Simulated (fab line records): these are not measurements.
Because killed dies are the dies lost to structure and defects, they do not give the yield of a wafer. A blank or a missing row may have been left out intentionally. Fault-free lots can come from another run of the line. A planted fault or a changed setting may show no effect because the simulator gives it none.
Which tool was responsible? + flow n5Finfet + Sampling: 11 lots, 33 wafers, 4 of 1938 route steps

== WHAT EACH GAUGE READ, for each wafer ==
The record holds no reading of a measuring or inspecting step that can be judged against a usual standard deviation.

== EACH LOT AND THE TOOL THAT RAN IT (in order: tool; ch and the chambers of the sampled wafers; start) ==
| lot  | N5_BEOL_M8_ETCH_41                           | N5_BEOL_M8_CURE_75           | N5_BEOL_M9_PECVD_70             | N5_BEOL_M9_HM_DEP_02        |
|------|----------------------------------------------|------------------------------|---------------------------------|-----------------------------|
| L591 | rieDiel-06 ch 1,3, day 9 07:39 or earlier    | uvCure-01 ch 1, day 9 07:39  | pecvd-01 ch 1,2, day 9 11:05    | pvdSputter-02, day 9 11:08  |
| L593 | rieDiel-06 ch 0,1, day 9 08:00 or earlier    | uvCure-02 ch 0, day 9 08:00  | pecvd-04 ch 0,1,2, day 9 11:55  | pvdSputter-03, day 9 13:36  |
| L592 | rieDiel-01 ch 1,2,3, day 9 15:55 or earlier  | uvCure-02 ch 2, day 9 15:55  | pecvd-04 ch 1,2, day 9 19:07    | pvdSputter-02, day 9 19:38  |
| L594 | rieDiel-06 ch 0,2,3, day 9 17:38 or earlier  | uvCure-01 ch 0, day 9 17:38  | pecvd-04 ch 0,1,2, day 9 21:40  | pvdSputter-03, day 9 22:43  |
| L598 | rieDiel-03 ch 0,2, day 11 05:49 or earlier   | uvCure-01 ch 2, day 11 05:49 | pecvd-02 ch 0,2, day 11 08:52   | pvdSputter-03, day 11 11:41 |
| L599 | rieDiel-03 ch 0,2,3, day 11 06:28 or earlier | uvCure-01 ch 2, day 11 06:28 | pecvd-02 ch 0,1,2, day 11 09:36 | pvdSputter-03, day 11 11:59 |
| L605 | rieDiel-03 ch 0,1,2, day 12 21:08 or earlier | uvCure-01 ch 2, day 12 21:08 | pecvd-01 ch 0,1,2, day 13 01:43 | pvdSputter-02, day 13 02:40 |
| L606 | rieDiel-03 ch 1,2,3, day 13 04:20 or earlier | uvCure-03 ch 0, day 13 04:20 | pecvd-04 ch 0,1,2, day 13 07:14 | pvdSputter-01, day 13 07:28 |
| L608 | rieDiel-06 ch 0,2,3, day 13 18:20 or earlier | uvCure-02 ch 1, day 13 18:20 | pecvd-01 ch 0,1,2, day 13 22:02 | pvdSputter-03, day 14 01:49 |
| L611 | rieDiel-03 ch 0,1,2, day 14 23:47 or earlier | uvCure-02 ch 0, day 14 23:47 | pecvd-04 ch 0,2, day 15 02:31   | pvdSputter-02, day 15 05:02 |
| L614 | rieDiel-01 ch 0,2,3, day 15 21:34 or earlier | uvCure-03 ch 1, day 15 21:34 | pecvd-02 ch 0,1,2, day 16 01:19 | pvdSputter-02, day 16 03:08 |
- N5_BEOL_M8_ETCH_41: etches SiCN in CH3F/O2, target depth 31.9 nm, time 57.8 s.
- N5_BEOL_M8_CURE_75: cures SiCOH lowk, time 120 s.
- N5_BEOL_M9_PECVD_70: deposits SiO2 from TEOS/O2, target thk 20 nm, time 22.7 s.
- N5_BEOL_M9_HM_DEP_02: deposits TiN, target thk 20 nm.

== AS READ BY THE TOOLS THEMSELVES (means over the sampled wafers that have a number; for cases with no such wafer, the mark the record gives instead) ==
N5_BEOL_M8_ETCH_41. Usual: drypumpMotorCurrentA 5.7 A, standard deviation 0.37; oesProductAu 0.83 a.u., standard deviation 0.066; rfVppV 297.4 V, standard deviation 1.3; showerheadPlenumPTorr 2.01 Torr, standard deviation 0.059; throttleValvePct 16.29 %, standard deviation 0.23.
| lot  | tool       | drypumpMotorCurrentA (A) | oesProductAu (a.u.) | rfVppV (V) | showerheadPlenumPTorr (Torr) | throttleValvePct (%) | flag |
|------|------------|--------------------------|---------------------|------------|------------------------------|----------------------|------|
| L591 | rieDiel-06 | 5.8                      | 0.80                | 297.8      | 2.03                         | 16.48                |      |
| L593 | rieDiel-06 | 5.7                      | 0.84                | 298.8      | 2.12                         | 16.22                |      |
| L592 | rieDiel-01 | 5.7                      | 0.75                | 296.4      | 1.99                         | 16.39                |      |
| L594 | rieDiel-06 | 5.5                      | 0.84                | 298.1      | 2.04                         | 16.40                |      |
| L598 | rieDiel-03 | 5.5                      | 0.86                | 298.0      | 2.03                         | 16.33                |      |
| L599 | rieDiel-03 | 5.7                      | 0.88                | 297.3      | 2.00                         | 16.18                |      |
| L605 | rieDiel-03 | 5.8                      | 0.84                | 297.2      | 2.01                         | 16.37                |      |
| L606 | rieDiel-03 | 5.7                      | 0.84                | 297.1      | 1.97                         | 16.22                |      |
| L608 | rieDiel-06 | 5.5                      | 0.79                | 297.3      | 2.03                         | 16.47                |      |
| L611 | rieDiel-03 | 5.7                      | 0.81                | 296.8      | 2.00                         | 16.41                |      |
| L614 | rieDiel-01 | 5.8                      | 0.88                | 297.5      | 1.98                         | 16.18                |      |

N5_BEOL_M8_CURE_75. Usual: lampPowerPct 52.31 %, standard deviation 0.059; wafer_temp_C_max 371.8, standard deviation 0.6.
| lot  | tool      | lampPowerPct (%) | wafer_temp_C_max | flag |
|------|-----------|------------------|------------------|------|
| L591 | uvCure-01 | 52.26            | 371.2            |      |
| L593 | uvCure-02 | 52.31            | 371.3            |      |
| L592 | uvCure-02 | 52.36            | 371.6            |      |
| L594 | uvCure-01 | 52.32            | 372.0            |      |
| L598 | uvCure-01 | 52.32            | 371.6            |      |
| L599 | uvCure-01 | 52.26            | 371.9            |      |
| L605 | uvCure-01 | 52.31            | 371.4            |      |
| L606 | uvCure-03 | 52.33            | 372.0            |      |
| L608 | uvCure-02 | 52.33            | 373.0            |      |
| L611 | uvCure-02 | 52.35            | 371.0            |      |
| L614 | uvCure-03 | 52.33            | 371.8            |      |

N5_BEOL_M9_PECVD_70. Usual: heaterPowerW 684 W, standard deviation 82; showerheadPlenumPTorr 8.79 Torr, standard deviation 0.07; susceptorTempC 399.99 C, standard deviation 0.21; throttleValvePct 21.9 %, standard deviation 1.
| lot  | tool     | heaterPowerW (W) | showerheadPlenumPTorr (Torr) | susceptorTempC (C) | throttleValvePct (%) | flag |
|------|----------|------------------|------------------------------|--------------------|----------------------|------|
| L591 | pecvd-01 | 658              | 8.76                         | 399.89             | 20.9                 |      |
| L593 | pecvd-04 | 654              | 8.79                         | 399.85             | 21.8                 |      |
| L592 | pecvd-04 | 735              | 8.78                         | 400.19             | 20.8                 |      |
| L594 | pecvd-04 | 675              | 8.79                         | 400.15             | 21.6                 |      |
| L598 | pecvd-02 | 735              | 8.90                         | 399.83             | 21.1                 |      |
| L599 | pecvd-02 | 681              | 8.87                         | 399.83             | 21.9                 |      |
| L605 | pecvd-01 | 698              | 8.69                         | 408.37             | 21.8                 | OFF  |
| L606 | pecvd-04 | 671              | 8.78                         | 399.91             | 21.7                 |      |
| L608 | pecvd-01 | 683              | 8.71                         | 408.05             | 21.7                 | OFF  |
| L611 | pecvd-04 | 727              | 8.80                         | 399.95             | 21.9                 |      |
| L614 | pecvd-02 | 704              | 8.86                         | 399.86             | 22.0                 |      |

N5_BEOL_M9_HM_DEP_02. Usual: substrateTempC 25.00 C, standard deviation 0.1; throttleValvePct 29.7 %, standard deviation 0.95.
| lot  | tool          | substrateTempC (C) | throttleValvePct (%) | flag |
|------|---------------|--------------------|----------------------|------|
| L591 | pvdSputter-02 | 24.99              | 29.1                 |      |
| L593 | pvdSputter-03 | 25.02              | 29.0                 |      |
| L592 | pvdSputter-02 | 24.96              | 29.3                 |      |
| L594 | pvdSputter-03 | 24.96              | 30.2                 |      |
| L598 | pvdSputter-03 | 25.08              | 28.9                 |      |
| L599 | pvdSputter-03 | 25.06              | 30.1                 |      |
| L605 | pvdSputter-02 | 24.90              | 28.9                 |      |
| L606 | pvdSputter-01 | 24.95              | 30.7                 |      |
| L608 | pvdSputter-03 | 24.98              | 30.9                 |      |
| L611 | pvdSputter-02 | 25.05              | 29.0                 |      |
| L614 | pvdSputter-02 | 25.08              | 29.0                 |      |

== THE ANSWER, worked out from the rows above alone ==
Rule: take the mean of a lot's wafers that have a number; if it is more than 3 standard deviations from the usual mean, the lot is off. Also off: a lot with no number at a reading for which 4 or more lots have one. Where the step has rows for the other lots, those lots are counted as sound. The gauges are gone through in route order, then the tools' own readings, and for those a lot's mean is taken as printed above. The first step at which some lot is off is used, and at that step the reading that is off furthest; a lot without a number counts as furthest.
Off: L605, L608 (N5_BEOL_M9_PECVD_70, susceptorTempC).
A tool fits if, at that step or a process step before it, it ran every lot that is off, and no sound lot after the first of them. N5_BEOL_M8_ETCH_41: start missing for some lots; hours and lot order therefore follow N5_BEOL_M8_CURE_75. One fits: pecvd-01 at N5_BEOL_M9_PECVD_70. A fault onset in the window from L591 (day 9 11:05, its last sound lot) to L605 (day 13 01:43, its first lot off) fits.
On the lots that are off, the tool's own readings at N5_BEOL_M9_PECVD_70 differ by more than 5 times the standard deviation of the sound lots' means, which bears it out; susceptorTempC reads 408.21 C there versus 399.94 C on the sound lots.

== WHAT THE SIMULATOR PUT IN ==
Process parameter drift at N5_BEOL_M9_PECVD_70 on pecvd-01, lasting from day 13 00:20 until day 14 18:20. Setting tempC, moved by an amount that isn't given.
Shown lots that were struck: L605, L608. The rule above found the same.
